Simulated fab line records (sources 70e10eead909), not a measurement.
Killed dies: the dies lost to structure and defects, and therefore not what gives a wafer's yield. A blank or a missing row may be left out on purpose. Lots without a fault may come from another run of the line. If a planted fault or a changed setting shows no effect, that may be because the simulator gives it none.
Matching of chambers || flow nandHarc || NHARC_P_GATE_DESCUM_93 on rieDiel-10: 4 sister chambers
The step chemistry O2, time 3 s. 8 wafers are shown with their chamber, then 9 later ones without.

WAFERS, EACH WITH ITS CHAMBER
{"wafer": "L809.1", "chamber": 3, "showerheadPlenumPTorr (Torr)": 2.05, "drypumpMotorCurrentA (A)": 5.87}
{"wafer": "L811.3", "chamber": 3, "showerheadPlenumPTorr (Torr)": 2.05, "drypumpMotorCurrentA (A)": 5.89}
{"wafer": "L812.1", "chamber": 0, "showerheadPlenumPTorr (Torr)": 2.03, "drypumpMotorCurrentA (A)": 5.29}
{"wafer": "L812.5", "chamber": 1, "showerheadPlenumPTorr (Torr)": 1.92, "drypumpMotorCurrentA (A)": 5.64}
{"wafer": "L812.6", "chamber": 0, "showerheadPlenumPTorr (Torr)": 2.03, "drypumpMotorCurrentA (A)": 5.31}
{"wafer": "L814.3", "chamber": 2, "showerheadPlenumPTorr (Torr)": 1.99, "drypumpMotorCurrentA (A)": 6.04}
{"wafer": "L814.5", "chamber": 2, "showerheadPlenumPTorr (Torr)": 1.98, "drypumpMotorCurrentA (A)": 6.02}
{"wafer": "L814.6", "chamber": 1, "showerheadPlenumPTorr (Torr)": 1.92, "drypumpMotorCurrentA (A)": 5.62}

WAFERS WITH NO CHAMBER GIVEN
{"wafer": "L817.1", "showerheadPlenumPTorr (Torr)": 1.91, "drypumpMotorCurrentA (A)": 5.63}
{"wafer": "L817.4", "showerheadPlenumPTorr (Torr)": 2.05, "drypumpMotorCurrentA (A)": 5.91}
{"wafer": "L817.5", "showerheadPlenumPTorr (Torr)": 1.98, "drypumpMotorCurrentA (A)": 6.08}
{"wafer": "L826.2", "showerheadPlenumPTorr (Torr)": 1.98, "drypumpMotorCurrentA (A)": 6.09}
{"wafer": "L826.5", "showerheadPlenumPTorr (Torr)": 2.04, "drypumpMotorCurrentA (A)": 5.90}
{"wafer": "L826.6", "showerheadPlenumPTorr (Torr)": 2.03, "drypumpMotorCurrentA (A)": 5.32}
{"wafer": "L827.1", "showerheadPlenumPTorr (Torr)": 1.91, "drypumpMotorCurrentA (A)": 5.64}
{"wafer": "L827.3", "showerheadPlenumPTorr (Torr)": 2.03, "drypumpMotorCurrentA (A)": 5.30}
{"wafer": "L827.5", "showerheadPlenumPTorr (Torr)": 1.91, "drypumpMotorCurrentA (A)": 5.61}

WHICH CHAMBER EACH ONE RAN IN
{"wafer": "L817.1", "from the rows above": 1, "in truth": 1}
{"wafer": "L817.4", "from the rows above": 3, "in truth": 3}
{"wafer": "L817.5", "from the rows above": 2, "in truth": 2}
{"wafer": "L826.2", "from the rows above": 2, "in truth": 2}
{"wafer": "L826.5", "from the rows above": 3, "in truth": 3}
{"wafer": "L826.6", "from the rows above": 0, "in truth": 0}
{"wafer": "L827.1", "from the rows above": 1, "in truth": 1}
{"wafer": "L827.3", "from the rows above": 0, "in truth": 0}
{"wafer": "L827.5", "from the rows above": 1, "in truth": 1}
Placed correctly: 9 of 9. Number that these rows cannot place: 0. Placed wrongly: 0.
How it was worked out, from the rows above alone: a wafer's distance from a chamber is the root of the sum, over the readings, of the square of ((its reading less the chamber's mean) divided by the reading's scatter). If the next closest chamber is less than 2 further off than the closest, the wafer can't be placed; otherwise it belongs to the closest. Each chamber's mean is taken over the wafers shown for it. The scatter is the square root of a quotient: the sum, over the shown wafers, of each reading's squared deviation from its chamber's mean, divided by wafers minus chambers.
